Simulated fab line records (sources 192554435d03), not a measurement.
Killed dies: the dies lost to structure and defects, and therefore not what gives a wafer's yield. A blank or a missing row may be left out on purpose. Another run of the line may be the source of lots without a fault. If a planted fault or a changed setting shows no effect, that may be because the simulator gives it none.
fab line records | flow n5_finfet | part 2 of 2: steps 25 to 39 of 39
record: lots: 5 | wafers: 15 | last_day: 16
route steps=1938 shown BEOL_M12@1651 BEOL_M13@1659
lots with no fault: from the same line, run without faults
start_h: the number of hours between the record's first day and the start of the first shown wafer of the lot | wait_h: hours elapsed since this lot's preceding step | " unchanged from the row above | L1.1+2: a single row standing in for several wafers | - either no value or no given start | * or withheld: withheld | < > ~ a bound
route shown NAME@n: names a module that has steps shown in the file, with the first one's number in the route | usual: mean/standard deviation of fault-free wafers | same: alike in all rows | chamber/n: place in a boat | sites: each site's reading | _std_site: standard deviation of those values | _edge_site: the outer-site mean with the inner-site mean subtracted | radius_mm: how far each site lies from the wafer's centre | mask NAME#n: copy n | behind: the most recent tool/chamber to have shaped the wafer | hold: the reason the lot was held/the length of the hold in hours/how it ended | device: the n, p or np transistor that did not switch | end of line: tests of these same wafers at the route's end | a step given without rows: its recipe and nothing more | killed: the dies lost at the first sort to structure and to defects; this is not the yield of the wafer | map: the dies of a wafer, with x for killed, . for not killed, _ for no die there
set.NAME: the run value of the setting; set.NAME@STEP: its run value at that earlier step | model.NAME: the simulator's own value behind a step, which no gauge read
lots seen at some steps along the route; tables by step, rows by wafer
services: when a tool's chamber went out of use (start_h, in hours from the record's first day, below 0 if earlier), for how many hours, and the reason
== steps ==
step: N5_BEOL_M13_STRIP_63
recipe: chemistry: N2/H2 | power_w: 1000 | temp_c: 250 | h2_frac: 0.65 | overash_fraction: 0.3 | pressure_mtorr: 1000 | n2_flow_sccm: 1750 | h2_flow_sccm: 3250
usual: chamber_pressure_mTorr: 1000.0/0.9 | drypump_motor_current_A: 6.0/0.48 | heater_power_w: 342/22 | oes_product_au: 0.675/0.0048 | strip_time_to_endpoint_s: 27.8/1.1
lot.wafer | tool            | chamber | start_h | wait_h | chamber_pressure_mTorr | drypump_motor_current_A | heater_power_w | oes_product_au | rf_hours_counter_h | strip_time_to_endpoint_s
L079.1    | plasma_asher-01 | 0       | 255.18  | -      | 1000.4                 | 6.3                     | 389            | 0.677          | 68                 | 28.9
L079.2    | "               | 1       | "       | "      | 1001.2                 | 6.6                     | 345            | 0.674          | 68                 | 28.7
L079.4    | "               | 1       | "       | "      | 1000.5                 | 6.6                     | 342            | 0.665          | -                  | 27.2
L081.1    | plasma_asher-01 | 1       | 268.46  | -      | 999.9                  | 6.6                     | 342            | 0.669          | 69                 | 27.4
L081.3    | "               | 1       | "       | "      | 1000.1                 | 6.6                     | 336            | 0.674          | -                  | 27.1
L081.5    | "               | 1       | "       | "      | 998.7                  | 6.6                     | 333            | 0.665          | -                  | 27.1
L090.2    | plasma_asher-02 | 1       | 309.63  | -      | 1001.2                 | 5.4                     | 323            | 0.680          | 147                | 29.2
L090.3    | "               | 1       | "       | "      | 998.1                  | 5.4                     | 329            | 0.680          | -                  | 29.6
L090.5    | "               | 0       | "       | "      | 1000.7                 | 6.3                     | 332            | 0.682          | -                  | 29.2
L092.1    | plasma_asher-01 | 0       | 323.60  | -      | 1000.0                 | 6.3                     | 393            | 0.669          | 82                 | 29.8
L092.3    | "               | 1       | "       | "      | 1001.1                 | 6.6                     | 350            | 0.666          | -                  | 28.7
L092.5    | "               | 0       | "       | "      | 998.6                  | 6.3                     | 379            | 0.675          | -                  | 28.2
L095.3    | plasma_asher-01 | 0       | 355.81  | -      | 1000.3                 | 6.3                     | 386            | 0.668          | -                  | 27.7
L095.5    | "               | 1       | "       | "      | 1000.3                 | 6.6                     | 341            | 0.678          | -                  | 26.4
L095.6    | "               | 0       | "       | "      | 999.5                  | 6.3                     | 386            | 0.680          | -                  | 26.6
step: N5_BEOL_M13_STRIP_64
recipe: chemistry: N2/H2 | power_w: 1000 | temp_c: 250 | h2_frac: 0.65 | overash_fraction: 0.3 | pressure_mtorr: withheld | n2_flow_sccm: 1750 | h2_flow_sccm: 3250
usual: drypump_motor_current_A: 6.0/0.48 | heater_power_w: 341/23 | oes_product_au: 0.715/0.0047 | strip_time_to_endpoint_s: 31.32/0.073
lot.wafer | tool            | chamber | start_h | wait_h | drypump_motor_current_A | heater_power_w | oes_product_au | rf_hours_counter_h | strip_time_to_endpoint_s
L079.1    | plasma_asher-01 | 0       | 255.24  | 0.0    | 6.3                     | 382            | 0.709          | 68                 | 31.38
L079.2    | "               | 1       | "       | "      | 6.6                     | 353            | 0.712          | 68                 | 31.26
L079.4    | "               | 1       | "       | "      | 6.6                     | 347            | 0.708          | -                  | 31.28
L081.1    | plasma_asher-01 | 1       | 268.52  | 0.0    | 6.6                     | 343            | 0.717          | 69                 | 31.36
L081.3    | "               | 1       | "       | "      | 6.6                     | 349            | 0.702          | -                  | 31.40
L081.5    | "               | 1       | "       | "      | 6.6                     | 341            | 0.719          | -                  | 31.36
L090.2    | plasma_asher-02 | 1       | 309.69  | 0.0    | 5.4                     | 329            | 0.719          | 147                | 31.43
L090.3    | "               | 1       | "       | "      | 5.4                     | 322            | 0.711          | -                  | 31.34
L090.5    | "               | 0       | "       | "      | 6.3                     | 327            | 0.719          | -                  | 31.44
L092.1    | plasma_asher-01 | 0       | 323.66  | 0.0    | 6.3                     | 381            | 0.706          | 82                 | 31.29
L092.3    | "               | 1       | "       | "      | 6.6                     | 343            | 0.718          | -                  | 31.28
L092.5    | "               | 0       | "       | "      | 6.3                     | 381            | 0.715          | -                  | 31.27
L095.3    | plasma_asher-01 | 0       | 355.87  | 0.0    | 6.3                     | 394            | 0.719          | -                  | 31.15
L095.5    | "               | 1       | "       | "      | 6.6                     | 346            | 0.716          | -                  | 31.22
L095.6    | "               | 0       | "       | "      | 6.3                     | 395            | 0.716          | -                  | 31.24
step: N5_BEOL_M13_STRIP_71
recipe: chemistry: post_etch_residue_remover | time_s: 60 | temp_c: 25 | remover_ph: withheld | remover_water_wt_pct: withheld | remover_fluoride_wt_pct: withheld
lot.wafer  | tool         | chamber | start_h | wait_h
L079.1+2+4 | wet_bench-05 | 0,2,4   | 255.33  | 0.1
L081.1+3+5 | wet_bench-04 | 3,4,7   | 268.61  | 0.1
L090.2+3+5 | wet_bench-04 | 5,4,7   | 309.78  | 0.1
L092.1+3+5 | wet_bench-01 | 1,5,6   | 323.75  | 0.1
L095.3+5+6 | wet_bench-05 | 0,1,6   | 355.94  | 0.0
step: N5_BEOL_M13_SRD_72
recipe: time_s: 30 | temp_c: 23 | rinse_liquid: diw | dry: n2_spin | spin_rpm: 1500 | dry_time_s: 30
lot.wafer  | tool         | chamber | start_h | wait_h
L079.1+2+4 | wet_bench-05 | 0,2,4   | 255.35  | 0.0
L081.1+3+5 | wet_bench-04 | 3,4,7   | 268.63  | 0.0
L090.2+3+5 | wet_bench-04 | 5,4,7   | 309.80  | 0.0
L092.1+3+5 | wet_bench-01 | 1,5,6   | 323.77  | 0.0
L095.3+5+6 | wet_bench-05 | 0,1,6   | 355.96  | 0.0
step: N5_BEOL_M13_CD_MEAS_17
recipe: target_cd_nm: 190 | polarity: opening
usual: cd_nm: 190.2/2
lot.wafer | tool      | chamber | start_h | wait_h | cd_nm
L079.1    | cd_sem-02 | -       | 255.39  | 0.0    | 188.5
L079.2    | "         | -       | "       | "      | 188.3
L079.4    | "         | -       | "       | "      | 191.3
L081.1    | cd_sem-03 | -       | 268.67  | 0.0    | 190.8
L081.3    | "         | -       | "       | "      | 190.6
L081.5    | "         | -       | "       | "      | 190.3
L090.2    | cd_sem-03 | -       | 309.84  | 0.0    | 188.2
L090.3    | "         | -       | "       | "      | 186.7
L090.5    | "         | -       | "       | "      | 189.6
L092.1    | cd_sem-03 | -       | 323.81  | 0.0    | 190.5
L092.3    | "         | -       | "       | "      | 189.7
L092.5    | "         | -       | "       | "      | 190.9
L095.3    | cd_sem-03 | -       | 356.00  | 0.0    | 191.4
L095.5    | "         | -       | "       | "      | 191.0
L095.6    | "         | -       | "       | "      | 191.2
step: N5_BEOL_M13_COAT_65
recipe: resist: SOC | temp_c: 250 | time_s: 60 | spin_rpm: 1500 | resist_thk_nm: 350
lot.wafer  | tool           | chamber | start_h | wait_h
L079.1+2+4 | litho_track-05 | 0       | 255.42  | 0.0
L081.1+3+5 | litho_track-03 | 0       | 268.70  | 0.0
L090.2+3+5 | litho_track-03 | 0       | 309.88  | 0.0
L092.1+3+5 | litho_track-03 | 0       | 323.85  | 0.0
L095.3+5+6 | litho_track-03 | 0       | 356.03  | 0.0
step: N5_BEOL_M13_COAT_66
recipe: resist: SiARC | temp_c: 220 | time_s: 60 | spin_rpm: 1500 | resist_thk_nm: 110
lot.wafer  | tool           | chamber | start_h | wait_h
L079.1+2+4 | litho_track-05 | 0       | -       | -
L081.1+3+5 | litho_track-03 | 0       | -       | -
L090.2+3+5 | litho_track-03 | 0       | -       | -
L092.1+3+5 | litho_track-03 | 0       | -       | -
L095.3+5+6 | litho_track-03 | 0       | -       | -
step: N5_BEOL_M13_COAT_22
recipe: spin_rpm: 2888 | resist_thk_nm: 300
lot.wafer  | tool           | chamber | start_h | wait_h
L079.1+2+4 | litho_track-05 | 0       | -       | -
L081.1+3+5 | litho_track-03 | 0       | -       | -
L090.2+3+5 | litho_track-03 | 0       | -       | -
L092.1+3+5 | litho_track-03 | 0       | -       | -
L095.3+5+6 | litho_track-03 | 0       | -       | -
step: N5_BEOL_M13_EBR_24
recipe: solvent: PGMEA | ebr_width_mm: 1.5
lot.wafer  | tool           | chamber | start_h | wait_h
L079.1+2+4 | litho_track-05 | 0       | -       | -
L081.1+3+5 | litho_track-03 | 0       | -       | -
L090.2+3+5 | litho_track-03 | 0       | -       | -
L092.1+3+5 | litho_track-03 | 0       | -       | -
L095.3+5+6 | litho_track-03 | 0       | -       | -
step: N5_BEOL_M13_SOFTBAKE_23
recipe: temp_c: 130 | time_s: 60
lot.wafer  | tool           | chamber | start_h | wait_h
L079.1+2+4 | litho_track-05 | 0       | -       | -
L081.1+3+5 | litho_track-03 | 0       | -       | -
L090.2+3+5 | litho_track-03 | 0       | -       | -
L092.1+3+5 | litho_track-03 | 0       | -       | -
L095.3+5+6 | litho_track-03 | 0       | -       | -
step: N5_BEOL_M13_EXPOSE_25
recipe: mask_id: M13 | na: 0.93 | source_shape: conventional | sigma_outer: 0.4 | polarization: unpolarized | target_cd_nm: 210 | dose_mj: 22
lot.wafer  | tool           | chamber | start_h | wait_h | mask
L079.1+2+4 | krf_scanner-01 | 0       | 255.67  | -      | M13#0
L081.1+3+5 | krf_scanner-01 | 0       | 268.82  | -      | M13#0
L090.2+3+5 | krf_scanner-01 | 0       | 310.00  | -      | M13#0
L092.1+3+5 | krf_scanner-01 | 0       | 324.09  | -      | M13#0
L095.3+5+6 | krf_scanner-02 | 0       | 356.16  | -      | M13#0
step: N5_BEOL_M13_PEB_26
recipe: peb_temp_c: 130 | peb_time_s: 90
lot.wafer  | tool           | chamber | start_h | wait_h
L079.1+2+4 | litho_track-05 | 0       | 255.72  | 0.1
L081.1+3+5 | litho_track-04 | 0       | 268.88  | 0.1
L090.2+3+5 | litho_track-04 | 0       | 310.05  | 0.0
L092.1+3+5 | litho_track-03 | 0       | 324.15  | 0.1
L095.3+5+6 | litho_track-03 | 0       | 356.21  | 0.0
step: N5_BEOL_M13_DEVELOP_27
recipe: develop_time_s: 45 | rinse_liquid: diw | dry: air_spin | dev_temp_c: 21
lot.wafer  | tool           | chamber | start_h | wait_h
L079.1+2+4 | litho_track-05 | 0       | -       | -
L081.1+3+5 | litho_track-04 | 0       | -       | -
L090.2+3+5 | litho_track-04 | 0       | -       | -
L092.1+3+5 | litho_track-03 | 0       | -       | -
L095.3+5+6 | litho_track-03 | 0       | -       | -
step: N5_BEOL_M13_HARDBAKE_32
recipe: temp_c: 130 | time_s: 120
lot.wafer  | tool           | chamber | start_h | wait_h
L079.1+2+4 | litho_track-05 | 0       | -       | -
L081.1+3+5 | litho_track-04 | 0       | -       | -
L090.2+3+5 | litho_track-04 | 0       | -       | -
L092.1+3+5 | litho_track-03 | 0       | -       | -
L095.3+5+6 | litho_track-03 | 0       | -       | -
step: N5_BEOL_M13_CD_MEAS_28
recipe: target_cd_nm: 209.5 | landing_energy_ev: 500 | detector: se_inlens
usual: cd_nm: 210.4/1.1
lot.wafer | tool      | chamber | start_h | wait_h | cd_nm
L079.1    | cd_sem-01 | 0       | 255.84  | -      | 208.6
L079.2    | "         | 0       | "       | "      | 211.1
L079.4    | "         | 0       | "       | "      | 209.8
L081.1    | cd_sem-02 | 0       | 268.99  | -      | 208.8
L081.3    | "         | 0       | "       | "      | 210.3
L081.5    | "         | 0       | "       | "      | 211.2
L090.2    | cd_sem-03 | 0       | 310.17  | -      | 211.4
L090.3    | "         | 0       | "       | "      | 211.8
L090.5    | "         | 0       | "       | "      | 211.5
L092.1    | cd_sem-03 | 0       | 324.26  | -      | 210.9
L092.3    | "         | 0       | "       | "      | 209.9
L092.5    | "         | 0       | "       | "      | 211.6
L095.3    | cd_sem-01 | 0       | 356.32  | -      | 211.6
L095.5    | "         | 0       | "       | "      | 209.7
L095.6    | "         | 0       | "       | "      | 210.0
== services ==
tool           | chamber | start_h | hours | kind
krf_scanner-02 | -       | 230.84  | 0.8   | pm
rie_diel-03    | 3       | 232.01  | 2.0   | repair
krf_scanner-02 | -       | 238.52  | 0.2   | repair
cmp-03         | -       | 247.22  | 0.9   | repair
wet_bench-01   | -       | 250.39  | 1.3   | repair
pecvd-02       | -       | 250.62  | 2.8   | pm
ecd_cu-01      | -       | 255.51  | 0.9   | repair
krf_scanner-02 | -       | 258.13  | 11.6  | pm
rie_diel-03    | 3       | 266.40  | 4.3   | repair
pecvd-03       | -       | 271.33  | 1.2   | repair
krf_scanner-01 | -       | 280.58  | 0.8   | pm
rie_diel-05    | 3       | 288.80  | 4.2   | repair
rie_diel-03    | 0       | 289.36  | 5.6   | repair
pecvd-02       | -       | 290.31  | 6.1   | repair
pecvd-02       | 1       | 298.53  | 6.5   | repair
krf_scanner-01 | -       | 302.66  | 1.0   | pm
krf_scanner-01 | -       | 305.96  | 0.7   | repair
pecvd-01       | -       | 306.51  | 1.0   | repair
ecd_cu-01      | -       | 313.45  | 7.2   | repair
krf_scanner-01 | -       | 325.78  | 1.3   | pm
rie_diel-01    | 1       | 326.54  | 5.2   | repair
krf_scanner-01 | -       | 333.95  | 36.0  | pm
rie_diel-03    | 3       | 343.39  | 5.5   | repair
cmp-03         | -       | 346.52  | 4.0   | pm
